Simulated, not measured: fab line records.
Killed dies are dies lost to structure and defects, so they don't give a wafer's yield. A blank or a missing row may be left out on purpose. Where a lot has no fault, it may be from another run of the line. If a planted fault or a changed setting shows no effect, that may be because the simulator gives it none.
Split-lot experiment + flow n5Finfet + 39 wafers read across 7 lots, on a route 1938 steps long

THE SPLIT ITSELF
At N5_BEOL_M0_TRENCH_ETCH_107 (etches SiOC in C4F6/O2, target depth 32.8 nm, time 16.4 s), the setting targetDepthA was moved away from the recipe's 328 angstrom on 12 of the 39 wafers read, by -20.6% to +48.8%. All remaining wafers had this setting at the recipe value.

FROM THE SPLIT TO THE READING: what the file shows between them, 1 step
- N5_BEOL_M0_STRIP_142: strips in N2/H2, time 10 s

THE READING
trenchDepthNm, in nm, at N5_BEOL_M0_OCD_MEAS_108. Typical for fault-free wafers on this fab line: 32.7 nm, with standard deviation 0.86 nm.

| wafer  | tool, chamber at the split | targetDepthA as run, angstrom | against the recipe | trenchDepthNm, nm | against lot-mates on the recipe |
|--------|----------------------------|-------------------------------|--------------------|-------------------|---------------------------------|
| L074.3 | rieDiel-02, 2              | 328                           | recipe             | 34.3              | -                               |
| L074.4 | rieDiel-02, 0              | 328                           | recipe             | 32.8              | -                               |
| L074.5 | rieDiel-02, 0              | 328                           | recipe             | 33.0              | -                               |
| L077.1 | rieDiel-03, 1,0,1          | 328                           | recipe             | 32.6              | -                               |
| L077.2 | rieDiel-03, 3              | 328                           | recipe             | 32.6              | -                               |
| L077.3 | rieDiel-03, 2              | 328                           | recipe             | 31.3              | -                               |
| L077.4 | rieDiel-03, 0              | 328                           | recipe             | 32.4              | -                               |
| L077.5 | rieDiel-03, 1,0,1          | 328                           | recipe             | 32.7              | -                               |
| L077.6 | rieDiel-03, 1,0,1          | 328                           | recipe             | 32.2              | -                               |
| L078.1 | rieDiel-04, 3              | 328                           | recipe             | 33.9              | -                               |
| L078.2 | rieDiel-04, 2              | 394.9                         | +20.4%             | 39.3              | +5.7                            |
| L078.3 | rieDiel-04, 1,0            | 328                           | recipe             | 33.2              | -                               |
| L078.4 | rieDiel-04, 1,0            | 328                           | recipe             | 33.8              | -                               |
| L078.5 | rieDiel-04, 3              | 394.9                         | +20.4%             | 40.4              | +6.8                            |
| L078.6 | rieDiel-04, 2              | 394.9                         | +20.4%             | 39.4              | +5.8                            |
| L081.1 | rieDiel-02, 2              | 465.6                         | +42.0%             | 48.7              | +15.4                           |
| L081.2 | rieDiel-02, 0              | 465.6                         | +42.0%             | 46.0              | +12.7                           |
| L081.3 | rieDiel-02, 3              | 465.6                         | +42.0%             | 45.6              | +12.3                           |
| L081.4 | rieDiel-02, 0              | 328                           | recipe             | 32.5              | -                               |
| L081.5 | rieDiel-02, 3              | 328                           | recipe             | 32.7              | -                               |
| L081.6 | rieDiel-02, 2              | 328                           | recipe             | 34.8              | -                               |
| L088.1 | rieDiel-03, 1              | 488.2                         | +48.8%             | 47.7              | +15.6                           |
| L088.2 | rieDiel-03, 3              | 328                           | recipe             | 32.7              | -                               |
| L088.3 | rieDiel-03, 2              | 488.2                         | +48.8%             | 46.9              | +14.8                           |
| L088.4 | rieDiel-03, 3              | 488.2                         | +48.8%             | 48.4              | +16.3                           |
| L088.5 | rieDiel-03, 2              | 328                           | recipe             | 31.7              | -                               |
| L088.6 | rieDiel-03, 1              | 328                           | recipe             | 32.0              | -                               |
| L092.1 | rieDiel-02, 2              | 328                           | recipe             | 35.0              | -                               |
| L092.2 | rieDiel-02, 0,3            | 328                           | recipe             | 32.8              | -                               |
| L092.3 | rieDiel-02, 1,0            | 328                           | recipe             | 32.9              | -                               |
| L092.4 | rieDiel-02, 3              | 328                           | recipe             | 32.6              | -                               |
| L092.5 | rieDiel-02, 1,0            | 328                           | recipe             | 33.4              | -                               |
| L092.6 | rieDiel-02, 0,3            | 328                           | recipe             | 32.9              | -                               |
| L087.1 | rieDiel-03, 2              | 260.5                         | -20.6%             | 24.6              | -7.4                            |
| L087.2 | rieDiel-03, 1              | 328                           | recipe             | 31.8              | -                               |
| L087.3 | rieDiel-03, 3              | 260.5                         | -20.6%             | 25.9              | -6.1                            |
| L087.4 | rieDiel-03, 2              | 328                           | recipe             | 31.5              | -                               |
| L087.5 | rieDiel-03, 3              | 328                           | recipe             | 32.8              | -                               |
| L087.6 | rieDiel-03, 1              | 260.5                         | -20.6%             | 25.8              | -6.2                            |
The file does not say which wafer passed through which chamber wherever a row lists several chambers: such a row stands for several wafers.

FIT RESULTS
A straight line over all 39 wafers: trenchDepthNm changes by +0.322 nm for each +1% of targetDepthA; r = +0.99; the points scatter about the line by 0.97 nm.
The same after taking each lot's own level away (the mean of its wafers on the recipe; 39 wafers): +0.318 nm for each +1%; r = +0.99; scatter 0.75 nm.
On that fit, the largest move of targetDepthA shifts the reading by 16 nm.
The span of the lots' own levels, 32.03 to 33.63 nm, comes to 1.9 times the standard deviation stated above.
The two slopes agree, so the slope changes little with the lot-to-lot level.
Check: with one of the wafers moved furthest among these (+48.8%) left out of the fit, the line predicts +15.5 nm for it against its lot-mates. Against them it came out at +15.6 nm.

OTHER SPLITS APPLIED TO THESE WAFERS
These wafers also went through other splits before the reading. Each is held against what the fit with the lots' levels taken away leaves over:
| other split on the same wafers         | wafers away from the commonest value | r with trenchDepthNm (lot level and that fit taken away) |
|----------------------------------------|--------------------------------------|----------------------------------------------------------|
| N5_MOL_CONTACT_COAG_PRECLEAN_111 timeS | 12                                   | -0.21                                                    |

THE WHOLE CHAIN: every reading that the file lists as answering this split, in the file's order
| step                       | what it does                                              | reading                                                                 | change (the file's fit)               | r (the file's) |
|----------------------------|-----------------------------------------------------------|-------------------------------------------------------------------------|---------------------------------------|----------------|
| N5_BEOL_M0_TRENCH_ETCH_107 | etches SiOC in C4F6/O2, target depth 32.8 nm, time 16.4 s | BEOL_M0.featureDepthNm (the simulator's own value, which no gauge read) | +0.317 nm for each +1% of the setting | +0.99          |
| N5_BEOL_M0_OCD_MEAS_108    |                                                           | trenchDepthNm                                                           | +0.317 nm for each +1% of the setting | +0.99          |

THE FILE'S OWN FIT
trenchDepthNm changes by +0.317 nm for each +1% of targetDepthA, r = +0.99.
